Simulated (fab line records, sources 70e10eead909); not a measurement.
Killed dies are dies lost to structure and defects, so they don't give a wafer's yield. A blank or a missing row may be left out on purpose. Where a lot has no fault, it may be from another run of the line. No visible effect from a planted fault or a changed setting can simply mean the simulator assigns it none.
Matching of chambers	flow nand-harc	NHARC_A_STAIRCASE_STRIP_476 on rie-diel-09: 4 sister chambers
The step strips in O2, time 20 s. 14 wafers are shown with their chamber, then 7 later ones without.

## WAFERS PAIRED WITH THEIR CHAMBERS
wafer	chamber	drypump-motor-current-A (A)	showerhead-plenum-p-Torr (Torr)	oes-product-au (a.u.)
L076.1	1	5.8	3.63	0.986
L076.2	2	5.7	3.59	1.009
L076.4	3	4.8	3.57	1.003
L088.1	2	5.7	3.58	1.006
L088.5	3	4.8	3.56	0.979
L088.6	2	5.7	3.58	1.003
L087.1	2	5.8	3.58	1.014
L087.2	0	5.6	3.67	1.014
L087.3	1	5.8	3.62	0.997
L087.4	3	4.8	3.56	0.992
L087.5	0	5.7	3.67	1.015
L087.6	1	5.8	3.62	0.995
L094.3	1	5.8	3.61	0.996
L094.4	2	5.7	3.57	1.006

SIGNATURES (averages over the wafers above)
reading	chamber 0	chamber 1	chamber 2	chamber 3	scatter within a chamber
drypump-motor-current-A	5.650	5.800	5.720	4.800	0.0361
showerhead-plenum-p-Torr	3.6700	3.6200	3.5800	3.5633	0.00683
oes-product-au	1.01450	0.99350	1.00760	0.99133	0.0066
Rule: a wafer's distance from a chamber is the root of the sum, over the readings, of the square of ((its reading less the chamber's mean) divided by the reading's scatter). If the next closest chamber is less than 2 further off than the closest, the wafer can't be placed; otherwise it belongs to the closest. The scatter is the square root of a quotient: the sum, over the shown wafers, of each reading's squared deviation from its chamber's mean, divided by wafers minus chambers.

## WAFERS MISSING THEIR CHAMBER
wafer	drypump-motor-current-A (A)	showerhead-plenum-p-Torr (Torr)	oes-product-au (a.u.)
L094.5	5.8	3.61	0.990
L096.1	5.8	3.61	0.996
L096.2	5.7	3.67	0.998
L096.3	4.8	3.55	0.988
L097.2	5.8	3.60	0.986
L097.3	5.7	3.67	1.002
L097.6	5.7	3.67	0.996

## WHICH CHAMBER EACH ONE RAN IN
wafer	from the rows above	in truth
L094.5	1	1
L096.1	1	1
L096.2	0	0
L096.3	3	3
L097.2	can't be placed: 1 or 2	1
L097.3	0	0
L097.6	0	0
Correctly placed: 6 of 7. These rows do not allow placing 1 (true chamber among the candidates in 1). Wrongly placed: 0.
